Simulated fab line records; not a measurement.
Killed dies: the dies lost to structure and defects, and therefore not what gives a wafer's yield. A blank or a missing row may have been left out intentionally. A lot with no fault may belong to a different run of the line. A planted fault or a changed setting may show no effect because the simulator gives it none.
fab line records + flow nand_harc
record:
- lots: 6
- wafers: 18
- last_day: 33
route steps=1302 shown A_CONTACT@1046 END@1302
lots untouched by any fault: they come from a run of this same line in which no faults occurred
start_h: hours from the record's first day to the start of the lot's first wafer shown + wait_h: time in hours since the lot's previous step + " as in the row above + L1.1+2: a single row standing in for several wafers + - value missing, or start not given + * or withheld: withheld + < > ~ a bound
route shown NAME@n: a module of which the file shows steps, and the number in the route of the first + usual: mean and standard deviation over wafers with no fault + same: alike in all rows + chamber/n: place in a boat + sites: readings site by site + _std_site: the standard deviation of these + _edge_site: inner sites' mean taken away from outer sites' mean + radius_mm: how far each site lies from the wafer's centre + mask NAME#n: copy n + behind: the most recent tool/chamber to have shaped the wafer + hold: reason for holding the lot/hours on hold/outcome of the hold + device: which transistor (n, p or np) failed to switch + end of line: the route-end tests of the same wafers + a step given without rows: its recipe and nothing more + killed: at the first sort, the dies lost to defects and structure; wafer yield is something else + map: a wafer's dies, x killed, . not, _ none there
set.NAME: the setting that was run; set.NAME@STEP: the one run at that earlier step + model.NAME: the simulator's own value behind a step, which no gauge read
a table for each step, a row for each wafer; lots at some steps of the route
services: from which hour (start_h, from the record's first day; less than 0 if before it) a tool's chamber was out of use, for how many hours, and why
== steps ==
step: NHARC_A_CONTACT_ETCH_78
recipe:
- target_depth_a: 53000
- over_etch_frac: 0.3
- time_s: 1378
- ion_energy_ev: 150
- o2_flow_sccm: 400
- cos_flow_sccm: 20
- ar_flow_sccm: 0
- rf_w: 500
- bias_w: 300
- chemistry: O2/COS
step: NHARC_A_CONTACT_ETCH_124
recipe:
- source_w: withheld
- pressure_mtorr: 20
- bias_v: withheld
- time_s: 140
- target_depth_a: 7000
- ar_flow_sccm: withheld
- c4f8_flow_sccm: withheld
- o2_flow_sccm: withheld
- chemistry: C4F8/O2/Ar
usual:
- chamber_pressure_mTorr: 20.001/0.018
- oes_air_line_au: 1.001/0.018
| lot.wafer | tool            | chamber | start_h | wait_h | chamber_pressure_mTorr | oes_air_line_au | rf_hours_counter_h |
|-----------|-----------------|---------|---------|--------|------------------------|-----------------|--------------------|
| L909.4    | har_cap_etch-03 | 0       | 517.41  | -      | 19.985                 | 0.972           | -                  |
| L909.5    | "               | 0       | "       | "      | 20.005                 | 1.005           | -                  |
| L909.6    | "               | 1       | "       | "      | 19.996                 | 0.978           | -                  |
| L915.1    | har_cap_etch-01 | 1       | 547.42  | -      | 20.035                 | 0.981           | 8                  |
| L915.2    | "               | 0       | "       | "      | 19.963                 | 0.980           | 8                  |
| L915.6    | "               | 1       | "       | "      | 19.973                 | 0.985           | -                  |
| L914.2    | har_cap_etch-03 | 1       | 548.62  | -      | 20.020                 | 1.025           | 49                 |
| L914.3    | "               | 1       | "       | "      | 19.984                 | 0.987           | -                  |
| L914.6    | "               | 1       | "       | "      | 19.989                 | 1.033           | -                  |
| L922.2    | har_cap_etch-02 | 1       | 620.10  | -      | 20.016                 | 0.996           | 113                |
| L922.6    | "               | 0       | "       | "      | 20.026                 | 1.008           | -                  |
| L922.5    | "               | 1       | "       | "      | 19.988                 | 0.977           | -                  |
| L924.2    | har_cap_etch-02 | 0       | 639.41  | -      | 19.981                 | 0.987           | 117                |
| L924.4    | "               | 0       | "       | "      | 20.030                 | 1.002           | -                  |
| L924.5    | "               | 0       | "       | "      | 19.994                 | 1.000           | -                  |
| L932.1    | har_cap_etch-01 | 0       | 720.87  | -      | 20.007                 | 1.006           | 36                 |
| L932.6    | "               | 0       | "       | "      | 19.988                 | 1.018           | -                  |
| L932.5    | "               | 1       | "       | "      | 20.005                 | 1.020           | -                  |
step: NHARC_A_CONTACT_ETCH_125
recipe:
- source_w: withheld
- pressure_mtorr: 20
- bias_v: 3000
- time_s: 197
- target_depth_a: 19180
- ar_flow_sccm: withheld
- c4f8_flow_sccm: withheld
- o2_flow_sccm: withheld
- chemistry: C4F8/O2/Ar
step: NHARC_A_CONTACT_ETCH_126
recipe:
- source_w: withheld
- pressure_mtorr: 20
- bias_v: 3000
- time_s: 197
- target_depth_a: 19180
- ar_flow_sccm: withheld
- c4f8_flow_sccm: withheld
- o2_flow_sccm: withheld
- chemistry: C4F8/O2/Ar
step: NHARC_A_CONTACT_ETCH_127
recipe:
- source_w: withheld
- pressure_mtorr: 20
- bias_v: 3000
- time_s: 197
- target_depth_a: 19180
- ar_flow_sccm: withheld
- c4f8_flow_sccm: withheld
- o2_flow_sccm: withheld
- chemistry: C4F8/O2/Ar
step: NHARC_A_CONTACT_ETCH_128
recipe:
- source_w: withheld
- pressure_mtorr: 20
- bias_v: 3000
- time_s: 197
- target_depth_a: 19180
- ar_flow_sccm: withheld
- c4f8_flow_sccm: withheld
- o2_flow_sccm: withheld
- chemistry: C4F8/O2/Ar
usual:
- chamber_pressure_mTorr: 20.000/0.018
- oes_air_line_au: 0.999/0.02
| lot.wafer | tool            | chamber | start_h | wait_h | chamber_pressure_mTorr | oes_air_line_au | rf_hours_counter_h |
|-----------|-----------------|---------|---------|--------|------------------------|-----------------|--------------------|
| L909.4    | har_cap_etch-03 | 0       | 518.13  | 0.1    | 19.981                 | 1.022           | -                  |
| L909.5    | "               | 0       | "       | "      | 20.001                 | 0.997           | -                  |
| L909.6    | "               | 1       | "       | "      | 20.015                 | 1.011           | -                  |
| L915.1    | har_cap_etch-01 | 1       | 548.15  | 0.1    | 19.997                 | 1.012           | 9                  |
| L915.2    | "               | 0       | "       | "      | 20.001                 | 1.011           | 9                  |
| L915.6    | "               | 1       | "       | "      | 20.022                 | 1.001           | -                  |
| L914.2    | har_cap_etch-03 | 1       | 549.35  | 0.1    | 20.003                 | 0.993           | 50                 |
| L914.3    | "               | 1       | "       | "      | 19.978                 | 0.974           | -                  |
| L914.6    | "               | 1       | "       | "      | 20.014                 | 0.978           | -                  |
| L922.2    | har_cap_etch-02 | 1       | 620.83  | 0.1    | 20.010                 | 1.012           | 114                |
| L922.6    | "               | 0       | "       | "      | 20.007                 | 1.017           | -                  |
| L922.5    | "               | 1       | "       | "      | 19.998                 | 0.994           | -                  |
| L924.2    | har_cap_etch-02 | 0       | 640.14  | 0.1    | 20.008                 | 0.987           | 118                |
| L924.4    | "               | 0       | "       | "      | 19.973                 | 1.002           | -                  |
| L924.5    | "               | 0       | "       | "      | 20.005                 | 1.008           | -                  |
| L932.1    | har_cap_etch-01 | 0       | 721.60  | 0.1    | 20.002                 | 0.991           | 37                 |
| L932.6    | "               | 0       | "       | "      | 19.986                 | 0.986           | -                  |
| L932.5    | "               | 1       | "       | "      | 19.999                 | 1.004           | -                  |
step: NHARC_A_CONTACT_ETCH_129
recipe:
- source_w: withheld
- pressure_mtorr: 20
- bias_v: 3000
- time_s: 197
- target_depth_a: 19180
- ar_flow_sccm: withheld
- c4f8_flow_sccm: withheld
- o2_flow_sccm: withheld
- chemistry: C4F8/O2/Ar
step: NHARC_A_CONTACT_ETCH_130
recipe:
- source_w: withheld
- pressure_mtorr: 20
- bias_v: 3000
- time_s: 197
- target_depth_a: 19180
- ar_flow_sccm: withheld
- c4f8_flow_sccm: withheld
- o2_flow_sccm: withheld
- chemistry: C4F8/O2/Ar
step: NHARC_A_CONTACT_ETCH_131
recipe:
- source_w: withheld
- pressure_mtorr: 20
- bias_v: 3000
- time_s: 197
- target_depth_a: 19180
- ar_flow_sccm: withheld
- c4f8_flow_sccm: withheld
- o2_flow_sccm: withheld
- chemistry: C4F8/O2/Ar
usual:
- chamber_pressure_mTorr: 20.000/0.018
- oes_air_line_au: 0.999/0.023
| lot.wafer | tool            | chamber | start_h | wait_h | chamber_pressure_mTorr | oes_air_line_au | rf_hours_counter_h |
|-----------|-----------------|---------|---------|--------|------------------------|-----------------|--------------------|
| L909.4    | har_cap_etch-03 | 0       | 518.66  | 0.1    | 20.011                 | 1.039           | -                  |
| L909.5    | "               | 0       | "       | "      | 19.998                 | 1.008           | -                  |
| L909.6    | "               | 1       | "       | "      | 20.062                 | 0.990           | -                  |
| L915.1    | har_cap_etch-01 | 1       | 548.67  | 0.1    | 19.998                 | 0.998           | 9                  |
| L915.2    | "               | 0       | "       | "      | 19.967                 | 0.981           | 9                  |
| L915.6    | "               | 1       | "       | "      | 19.998                 | 1.016           | -                  |
| L914.2    | har_cap_etch-03 | 1       | 549.89  | 0.2    | 19.998                 | 0.982           | 51                 |
| L914.3    | "               | 1       | "       | "      | 20.018                 | 1.020           | -                  |
| L914.6    | "               | 1       | "       | "      | 20.006                 | 1.002           | -                  |
| L922.2    | har_cap_etch-02 | 1       | 621.36  | 0.1    | 19.989                 | 1.023           | 114                |
| L922.6    | "               | 0       | "       | "      | 19.951                 | 1.002           | -                  |
| L922.5    | "               | 1       | "       | "      | 20.019                 | 1.001           | -                  |
| L924.2    | har_cap_etch-02 | 0       | 640.67  | 0.1    | 20.009                 | 0.999           | 118                |
| L924.4    | "               | 0       | "       | "      | 20.015                 | 0.991           | -                  |
| L924.5    | "               | 0       | "       | "      | 19.989                 | 1.002           | -                  |
| L932.1    | har_cap_etch-01 | 0       | 722.14  | 0.1    | 20.009                 | 0.968           | 38                 |
| L932.6    | "               | 0       | "       | "      | 20.005                 | 0.959           | -                  |
| L932.5    | "               | 1       | "       | "      | 19.993                 | 1.012           | -                  |
step: NHARC_A_CONTACT_ETCH_132
recipe:
- source_w: withheld
- pressure_mtorr: 20
- bias_v: 3000
- time_s: 197
- target_depth_a: 19240
- ar_flow_sccm: withheld
- c4f8_flow_sccm: withheld
- o2_flow_sccm: withheld
- chemistry: C4F8/O2/Ar
step: NHARC_A_CONTACT_ETCH_133
recipe:
- source_w: withheld
- pressure_mtorr: 20
- bias_v: 400
- time_s: 374
- target_depth_a: 16100
- ar_flow_sccm: withheld
- c4f8_flow_sccm: 11.5
- o2_flow_sccm: 7.2
- chemistry: C4F8/O2/Ar
usual:
- chamber_pressure_mTorr: 19.997/0.018
- oes_air_line_au: 1.001/0.02
| lot.wafer | tool            | chamber | start_h | wait_h | chamber_pressure_mTorr | oes_air_line_au | rf_hours_counter_h |
|-----------|-----------------|---------|---------|--------|------------------------|-----------------|--------------------|
| L909.4    | har_cap_etch-03 | 0       | 519.10  | 0.2    | 19.974                 | 0.985           | -                  |
| L909.5    | "               | 0       | "       | "      | 19.985                 | 0.980           | -                  |
| L909.6    | "               | 1       | "       | "      | 19.994                 | 0.981           | -                  |
| L915.1    | har_cap_etch-01 | 1       | 549.03  | 0.1    | 20.017                 | 1.003           | 10                 |
| L915.2    | "               | 0       | "       | "      | 20.011                 | 1.010           | 10                 |
| L915.6    | "               | 1       | "       | "      | 20.036                 | 0.977           | -                  |
| L914.2    | har_cap_etch-03 | 1       | 550.24  | 0.1    | 19.991                 | 1.011           | 51                 |
| L914.3    | "               | 1       | "       | "      | 19.977                 | 1.021           | -                  |
| L914.6    | "               | 1       | "       | "      | 19.989                 | 0.999           | -                  |
| L922.2    | har_cap_etch-02 | 1       | 621.75  | 0.2    | 20.025                 | 0.982           | 114                |
| L922.6    | "               | 0       | "       | "      | 19.987                 | 1.016           | -                  |
| L922.5    | "               | 1       | "       | "      | 20.003                 | 1.006           | -                  |
| L924.2    | har_cap_etch-02 | 0       | 641.02  | 0.1    | 20.011                 | 1.023           | 118                |
| L924.4    | "               | 0       | "       | "      | 20.017                 | 0.987           | -                  |
| L924.5    | "               | 0       | "       | "      | 20.000                 | 1.004           | -                  |
| L932.1    | har_cap_etch-01 | 0       | 722.48  | 0.1    | 20.000                 | 1.002           | 38                 |
| L932.6    | "               | 0       | "       | "      | 19.964                 | 0.999           | -                  |
| L932.5    | "               | 1       | "       | "      | 19.990                 | 1.020           | -                  |
step: NHARC_A_CONTACT_ETCH_91
recipe:
- target_depth_a: 400
- over_etch_frac: 0.5
- time_s: 85.7
- ion_energy_ev: 120
- ch3f_flow_sccm: 50
- o2_flow_sccm: 30
- ar_flow_sccm: 200
- rf_w: 500
- bias_w: 100
- chemistry: CH3F/O2
usual:
- chamber_pressure_mTorr: 25.00/0.032
- drypump_motor_current_A: 5.7/0.35
- oes_product_au: 0.938/0.028
- rf_vpp_V: 245.7/1.4
- showerhead_plenum_p_Torr: 2.56/0.087
- throttle_valve_pct: 20.663/0.0096
| lot.wafer | tool        | chamber | start_h | wait_h | chamber_pressure_mTorr | drypump_motor_current_A | oes_product_au | rf_hours_counter_h | rf_vpp_V | showerhead_plenum_p_Torr | throttle_valve_pct |
|-----------|-------------|---------|---------|--------|------------------------|-------------------------|----------------|--------------------|----------|--------------------------|--------------------|
| L909.4    | rie_diel-11 | 2       | 519.92  | 0.8    | 25.02                  | 5.7                     | 0.942          | 12                 | 244.3    | 2.53                     | 20.656             |
| L909.5    | "           | 1       | "       | "      | 24.99                  | 5.7                     | 0.925          | -                  | 246.4    | 2.65                     | 20.677             |
| L909.6    | "           | 2       | "       | "      | 24.99                  | 5.7                     | 0.925          | -                  | 245.5    | 2.53                     | 20.646             |
| L915.2    | rie_diel-11 | 0       | 549.83  | 0.7    | 25.00                  | 5.5                     | 0.917          | 19                 | 244.1    | 2.51                     | 20.661             |
| L915.1    | "           | 2       | "       | "      | 25.27                  | 5.7                     | 0.924          | 18                 | 246.2    | 2.53                     | 20.660             |
| L915.6    | "           | 3       | "       | "      | 25.02                  | 5.7                     | 0.930          | -                  | 247.1    | 2.65                     | 20.656             |
| L914.2    | rie_diel-11 | 3       | 551.02  | 0.7    | 25.01                  | 5.7                     | 0.947          | 19                 | 247.4    | 2.65                     | 20.665             |
| L914.3    | "           | 0       | "       | "      | 24.98                  | 5.5                     | 0.915          | 20                 | 245.3    | 2.52                     | 20.669             |
| L914.6    | "           | 3       | "       | "      | 25.00                  | 5.7                     | 0.933          | -                  | 247.1    | 2.65                     | 20.672             |
| L922.2    | rie_diel-11 | 3       | 622.51  | 0.7    | 25.00                  | 5.8                     | 1.011          | 0                  | 246.7    | 2.65                     | 20.678             |
| L922.5    | "           | 0       | "       | "      | 24.98                  | 5.5                     | 1.008          | -                  | 245.4    | 2.51                     | 20.667             |
| L922.6    | "           | 1       | "       | "      | 25.02                  | 5.8                     | 0.985          | -                  | 246.9    | 2.65                     | 20.658             |
| L924.2    | rie_diel-11 | 2       | 641.80  | 0.7    | 24.97                  | 5.7                     | 0.923          | 3                  | 244.9    | 2.53                     | 20.676             |
| L924.4    | "           | 3       | "       | "      | 25.03                  | 5.7                     | 0.946          | 4                  | 248.0    | 2.65                     | 20.662             |
| L924.5    | "           | 3       | "       | "      | 24.98                  | 5.8                     | 0.942          | -                  | 248.0    | 2.65                     | 20.653             |
| L932.1    | rie_diel-11 | 1       | 723.29  | 0.7    | 24.98                  | 5.7                     | 0.921          | 18                 | 246.5    | 2.64                     | 20.653             |
| L932.5    | "           | 0       | "       | "      | 25.03                  | 5.5                     | 0.938          | -                  | 245.8    | 2.51                     | 20.664             |
| L932.6    | "           | 1       | "       | "      | 25.01                  | 5.8                     | 0.925          | -                  | 246.1    | 2.64                     | 20.673             |
step: NHARC_A_CONTACT_ETCH_97
recipe:
- target_depth_a: 200
- over_etch_frac: 0.5
- time_s: 10
- ion_energy_ev: 250
- c4f6_flow_sccm: 25
- o2_flow_sccm: 20
- ar_flow_sccm: 500
- rf_w: 600
- bias_w: 500
- chemistry: C4F6/O2
usual:
- chamber_pressure_mTorr: 30.003/0.03
- drypump_motor_current_A: 5.7/0.38
- oes_product_au: 0.954/0.023
- rf_vpp_V: 549.9/2.8
- showerhead_plenum_p_Torr: 4.08/0.13
- throttle_valve_pct: 26.903/0.0084
| lot.wafer | tool        | chamber | start_h | wait_h | chamber_pressure_mTorr | drypump_motor_current_A | oes_product_au | rf_hours_counter_h | rf_vpp_V | showerhead_plenum_p_Torr | throttle_valve_pct |
|-----------|-------------|---------|---------|--------|------------------------|-------------------------|----------------|--------------------|----------|--------------------------|--------------------|
| L909.4    | rie_diel-11 | 3       | 520.09  | -      | 29.984                 | 5.8                     | 0.966          | 12                 | 552.8    | 4.22                     | 26.888             |
| L909.5    | "           | 1       | "       | "      | 30.022                 | 5.7                     | 0.961          | -                  | 551.4    | 4.22                     | 26.895             |
| L909.6    | "           | 2       | "       | "      | 29.979                 | 5.7                     | 0.967          | -                  | 549.1    | 4.04                     | 26.907             |
| L915.2    | rie_diel-11 | 1       | 549.95  | -      | 29.998                 | 5.8                     | 0.935          | 19                 | 553.0    | 4.21                     | 26.902             |
| L915.1    | "           | 2       | "       | "      | 29.988                 | 5.7                     | 0.932          | 18                 | 548.9    | 4.03                     | 26.905             |
| L915.6    | "           | 1       | "       | "      | 30.006                 | 5.8                     | 0.759          | -                  | 554.0    | 4.22                     | 26.908             |
| L914.3    | rie_diel-11 | 0       | 551.16  | -      | 30.001                 | 5.6                     | 0.947          | 20                 | 548.8    | 4.01                     | 26.911             |
| L914.2    | "           | 1       | "       | "      | 29.949                 | 5.8                     | 0.936          | 19                 | 551.6    | 4.21                     | 26.905             |
| L914.6    | "           | 3       | "       | "      | 30.033                 | 5.7                     | 0.769          | -                  | 553.1    | 4.21                     | 26.895             |
| L922.2    | rie_diel-11 | 0       | 622.61  | -      | 29.995                 | 5.5                     | 1.018          | 0                  | 549.6    | 4.00                     | 26.907             |
| L922.5    | "           | 3       | "       | "      | 29.988                 | 5.8                     | 1.022          | -                  | 552.2    | 4.21                     | 26.903             |
| L922.6    | "           | 0       | "       | "      | 30.001                 | 5.5                     | 1.014          | -                  | 547.6    | 4.00                     | 26.900             |
| L924.2    | rie_diel-11 | 2       | 641.94  | -      | 29.967                 | 5.7                     | 0.936          | 3                  | 549.1    | 4.02                     | 26.893             |
| L924.4    | "           | 0       | "       | "      | 30.019                 | 5.5                     | 0.944          | 4                  | 548.4    | 4.00                     | 26.906             |
| L924.5    | "           | 2       | "       | "      | 30.006                 | 5.7                     | 0.944          | -                  | 548.4    | 4.02                     | 26.896             |
| L932.1    | rie_diel-11 | 2       | 723.42  | -      | 30.015                 | 5.7                     | 0.925          | 17                 | 549.1    | 4.02                     | 26.882             |
| L932.6    | "           | 0       | "       | "      | 30.046                 | 5.5                     | 0.966          | -                  | 548.5    | 3.99                     | 26.891             |
| L932.5    | "           | 1       | "       | "      | 29.981                 | 5.8                     | 0.941          | -                  | 553.1    | 4.20                     | 26.896             |
step: NHARC_A_CONTACT_CD_MEAS_80
usual:
- cd_nm: 289.7/0.85
| lot.wafer | tool      | chamber | start_h | wait_h | cd_nm |
|-----------|-----------|---------|---------|--------|-------|
| L909.4    | cd_sem-02 | -       | 520.18  | -      | 290.1 |
| L909.5    | "         | -       | "       | "      | 290.1 |
| L909.6    | "         | -       | "       | "      | 290.1 |
| L915.1    | cd_sem-03 | -       | 550.03  | -      | 289.7 |
| L915.2    | "         | -       | "       | "      | 289.8 |
| L915.6    | "         | -       | "       | "      | 289.1 |
| L914.2    | cd_sem-02 | -       | 551.24  | -      | 290.0 |
| L914.3    | "         | -       | "       | "      | 290.2 |
| L914.6    | "         | -       | "       | "      | 289.7 |
| L922.2    | cd_sem-03 | -       | 622.69  | -      | 287.7 |
| L922.5    | "         | -       | "       | "      | 288.0 |
| L922.6    | "         | -       | "       | "      | 289.0 |
| L924.2    | cd_sem-02 | -       | 642.03  | -      | 289.0 |
| L924.4    | "         | -       | "       | "      | 288.6 |
| L924.5    | "         | -       | "       | "      | 288.7 |
| L932.1    | cd_sem-02 | -       | 723.49  | -      | 288.0 |
| L932.5    | "         | -       | "       | "      | 288.3 |
| L932.6    | "         | -       | "       | "      | 288.8 |
step: NHARC_END_SORT_01
recipe:
- temp_c: 25
usual:
- killed_at_array: 55/23
- killed_at_other: 1.0/1.2
- killed_at_periphery: 3.2/2.7
- killed_dies: 59/23
- killed_open: 3.1/1.6
- killed_short: 2.2/1.5
same:
- gross_dies: 677
| lot.wafer | tool      | chamber | start_h | wait_h | killed_at_array | killed_at_other | killed_at_periphery | killed_dies | killed_open | killed_short |
|-----------|-----------|---------|---------|--------|-----------------|-----------------|---------------------|-------------|-------------|--------------|
| L915.1    | prober-01 | 0       | 604.45  | 2.5    | 66              | 0               | 8                   | 74          | 3           | 1            |
| L915.2    | prober-01 | 0       | 605.25  | 2.8    | 75              | 1               | 5                   | 81          | 4           | 1            |
| L915.6    | prober-01 | 0       | 608.46  | 4.0    | 213             | 1               | 5                   | 219         | 3           | 0            |
| L914.6    | prober-02 | 0       | 608.55  | 4.0    | 193             | 0               | 2                   | 195         | 2           | 4            |
| L924.2    | prober-01 | 0       | 695.55  | 2.8    | 41              | 2               | 2                   | 45          | 3           | 5            |
killed by level:class
L915.1 A_CHANNEL_HOLE_D1:chamber_film_flake=31 A_CHANNEL_HOLE_D2:chamber_film_flake=27 P_M2:chamber_film_flake=5 A_M1:chamber_film_flake=3 P_M0:geometric_particle:open=1 A_SOURCE_PLATE:geometric_particle:open=1 A_CHANNEL_FILL_D1:geometric_particle:open=1 A_WL_FILL:geometric_particle:short=1
L915.2 A_CHANNEL_HOLE_D2:chamber_film_flake=35 A_CHANNEL_HOLE_D1:chamber_film_flake=32 A_CHANNEL_HOLE_D1:geometric_particle:open=2 P_M2:chamber_film_flake=2 A_CONTACT:chamber_film_flake=2 P_CONTACT:geometric_particle:open=1 A_DECK1_JOINT:geometric_particle:short=1 A_M0:geometric_particle:open=1
L915.6 A_CONTACT:area_etch=152 A_CHANNEL_HOLE_D1:chamber_film_flake=23 A_CHANNEL_HOLE_D2:chamber_film_flake=23 A_CONTACT:chamber_film_flake=5 A_M1:chamber_film_flake=4 A_WL_FILL:geometric_particle:open=2 P_GATE:chamber_film_flake=2 P_M2:chamber_film_flake=2
L914.6 A_CONTACT:area_etch=146 A_SLIT:chamber_film_flake=25 A_CHANNEL_HOLE_D2:chamber_film_flake=11 A_CHANNEL_FILL_D1:geometric_particle:short=2 A_M0:geometric_particle:short=2 A_CHANNEL_HOLE_D1:chamber_film_flake=2 P_CONTACT:geometric_particle:open=1 A_DECK1_JOINT:geometric_particle:open=1
L924.2 A_CHANNEL_HOLE_D2:chamber_film_flake=18 A_CHANNEL_HOLE_D1:chamber_film_flake=6 A_SLIT:chamber_film_flake=6 A_WL_FILL:geometric_particle:short=2 A_STAIRCASE:chamber_film_flake=2 P_M1:geometric_particle:short=1 A_ONON_D1:geometric_particle:open=1 A_CHANNEL_HOLE_D1:geometric_particle:short=1
map L914.6 (x killed, . not)
____________.____________
_________xxx.x.x_________
_______x...x..x..._______
______..xxxxx...x.x______
_____..x....xxx.x..._____
____x.x.......xxx.x.x____
____.xx........x..x..____
___xxx.x....x..x......___
___xxxxx..x.....x...xx___
__x.xx.x.......x..x....__
__xxxx.x.........x..x..__
_xxx..........x....x...._
_xxxxx.................x_
_xx.x..................._
_xx.x.................x._
_.x..................x.._
xxx..x.....x.............
xxx.xx...................
x.x..x.................x.
x..x.x....x............x.
xx..x.x.................x
_xx.xxx................._
_x.xx.x.x..........x...._
_.xx.x.................._
_.xx...x....xx.........._
_xx...x.x.....x.......x._
__xx.x..x......x....x..__
__xx..........x........__
___xxxx......x....x..x___
___xxx.x...xxxxx..x.x.___
____.x.xxx.x.xxx.....____
____xx.x.xx.xxxx.....____
_____x.xxx..xxx....._____
______xxxx..xx....x______
_______.xx....xx.._______
_________x.xxx.x_________
____________.____________
map L915.6 (x killed, . not)
____________.____________
_________xx.xxx._________
_______.xx.x..xxxx_______
______xx..x..xx...x______
_____xxx..xx.x.xx.x._____
____xx.xx.....x..x..x____
____x........x....xxx____
___xxx.x....x..xx.x...___
___x.x.....x..xxx....x___
__x..x....xx.xxxxxxx..x__
__......x..xx.xxxx.....__
_x....x..x.x.xxxxxx.xxxx_
_.x...x.....xxxxx.xx.x.x_
_.x..x......xxxx.xx..xxx_
_xx.........xxxxx......x_
_.x.........xxx..x....xx_
xx...............x..x.x..
..............x.....xxxxx
......x......xx.....x..xx
xxx...................x..
xx.xx.................xxx
_x...x..............xxx._
_xx....................._
_...x................x.x_
_xxx...............x...x_
_xx.....x......x......xx_
__x.x.............x....__
__.xx....x......x..xxx.__
___...x...x....xxx..xx___
___.x...x............x___
____xx...x.......x..x____
____.x...x...........____
_____.x....x.xxx.x.x_____
______xx....xx.....______
_______.x...x..x.._______
_________x.xxxx._________
____________.____________
== services ==
| tool            | chamber | start_h | hours | kind       |
|-----------------|---------|---------|-------|------------|
| har_cap_etch-01 | -       | 497.00  | 17.0  | pm         |
| rie_diel-11     | 0       | 515.03  | -     | clean      |
| rie_diel-11     | 1       | 515.03  | -     | clean      |
| rie_diel-11     | 2       | 515.03  | -     | clean      |
| rie_diel-11     | 3       | 515.03  | -     | clean      |
| rie_diel-11     | 0       | 539.53  | -     | clean      |
| rie_diel-11     | 1       | 539.53  | -     | clean      |
| rie_diel-11     | 2       | 539.53  | -     | clean      |
| rie_diel-11     | 3       | 539.53  | -     | clean      |
| har_cap_etch-01 | -       | 558.80  | 24.6  | repair     |
| rie_diel-11     | 0       | 564.03  | -     | clean      |
| rie_diel-11     | 1       | 564.03  | -     | clean      |
| rie_diel-11     | 2       | 564.03  | -     | clean      |
| rie_diel-11     | 3       | 564.03  | -     | clean      |
| rie_diel-11     | 0       | 568.61  | 6.3   | repair     |
| rie_diel-11     | 0       | 588.53  | -     | clean      |
| rie_diel-11     | 1       | 588.53  | -     | clean      |
| rie_diel-11     | 2       | 588.53  | -     | clean      |
| rie_diel-11     | 3       | 588.53  | -     | clean      |
| rie_diel-11     | -       | 609.53  | 9.0   | pm         |
| rie_diel-11     | 0       | 609.53  | 9.0   | vent_cycle |
| rie_diel-11     | 1       | 609.53  | 9.0   | vent_cycle |
| rie_diel-11     | 2       | 609.53  | 9.0   | vent_cycle |
| rie_diel-11     | 0       | 659.83  | 12.7  | repair     |
== key ==
first_sign:
- step: NHARC_A_CONTACT_ETCH_97
- reading: oes_product_au
- direction: down
- sigmas: 8.3
- usual: 0.954
- struck: 0.764
effect:
- step: NHARC_END_SORT_01
- reading: killed_at_array
- direction: up
- sigmas: 6.5
- usual: 55
- struck: 203
more_kills_born_at:
- NHARC_A_CONTACT_ETCH_97@rie_diel-11: 298
met_at NHARC_A_CONTACT_ETCH_97
struck_wafers L914.6,L915.6
tester_left_out L914,L915
onset_between 520.09 549.95
fault:
- kind: process_parameter_drift
- tool: rie_diel-11
- chamber: -
- onset_h: 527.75
- steps: NHARC_A_CONTACT_ETCH_97
- channel: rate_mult
- offset: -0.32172
- shape: step
- end_h: 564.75
- scope: struck_wafers_only
tester_left_out: of these lots the tester's yield and bins aren't shown, on N5 and GAA mostly nor the transistor test; their killed dies are dies lost to structure and defects alone, not to doping, threshold or leakage, so they don't give the yield
